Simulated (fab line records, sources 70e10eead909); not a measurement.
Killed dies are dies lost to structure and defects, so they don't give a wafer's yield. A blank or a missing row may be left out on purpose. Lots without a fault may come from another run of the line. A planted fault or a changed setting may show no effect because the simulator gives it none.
Which tool did it? | flow nand_harc | 6 lots, 18 wafers sampled, at 5 steps of a route of 1159

WHAT THE GAUGES READ, wafer by wafer
NHARC_END_SORT_01.
lot  | measured     | on        | killed_at_array
L913 | day 23 20:34 | prober-02 | 27 29 42

WHICH TOOL RAN EACH LOT (tool, then ch and the chambers of the sampled wafers, then the start)
lot  | NHARC_A_CONTACT_ETCH_132             | NHARC_A_CONTACT_ETCH_91            | NHARC_A_CONTACT_DEP_85          | NHARC_A_CONTACT_SOFTBAKE_03
L902 | har_cap_etch-02 ch 0,1, day 17 01:55 | rie_diel-03 ch 0,1, day 17 02:38   | pecvd-01 ch 0,1, day 17 05:06   | litho_track-04 ch 0, day 17 05:00
L908 | har_cap_etch-02 ch 0,1, day 18 18:20 | rie_diel-01 ch 0,1,2, day 18 19:02 | pecvd-02 ch 0,1,2, day 18 23:28 | litho_track-01 ch 0, day 18 23:00
L911 | har_cap_etch-03 ch 0,1, day 19 16:53 | rie_diel-03 ch 0,3, day 19 17:35   | pecvd-02 ch 1,2, day 19 20:46   | litho_track-01 ch 0, day 19 21:00
L913 | har_cap_etch-03 ch 0,1, day 21 03:24 | rie_diel-04 ch 0,1,3, day 21 04:07 | pecvd-02 ch 1,2, day 21 09:26   | litho_track-06 ch 0, day 21 09:00
L918 | har_cap_etch-02 ch 0,1, day 21 08:17 | rie_diel-01 ch 1,2,3, day 21 09:01 | pecvd-01 ch 0,1, day 21 15:39   | litho_track-06 ch 0, day 21 15:00
L920 | har_cap_etch-03 ch 0,1, day 22 02:41 | rie_diel-04 ch 2,3, day 22 03:23   | pecvd-02 ch 0,1,2, day 22 07:41 | litho_track-06 ch 0, day 22 07:00
- NHARC_A_CONTACT_ETCH_132: etches the open film in C4F8/O2/Ar, time 156 s, target depth 958 nm.
- NHARC_A_CONTACT_ETCH_91: etches the open film in CH3F/O2, target depth 40 nm, time 85.7 s.
- NHARC_A_CONTACT_DEP_85: deposits SiON, target thk 50 nm.
- NHARC_A_CONTACT_SOFTBAKE_03: time 55 s.

THE ANSWER, worked out from the rows above alone
Rule: what is usual is taken from the lots themselves. Put in order of their means at a reading, lots are off if they are a third of the lots or fewer, leave a main group of 4 or more, and stand apart from it by a gap of 3 or more times the standard deviation of the main group's means; of several such gaps the widest counts. A main group whose means are all the same, to the digits that the tables above print for the reading, isn't used. A lot without any number at a reading at which 4 lots or more have one is off too. The other lots that the step has rows for count as sound.
No lot is off at any reading shown: from this, nothing can be told.

WHAT THE SIMULATOR HAD PUT IN
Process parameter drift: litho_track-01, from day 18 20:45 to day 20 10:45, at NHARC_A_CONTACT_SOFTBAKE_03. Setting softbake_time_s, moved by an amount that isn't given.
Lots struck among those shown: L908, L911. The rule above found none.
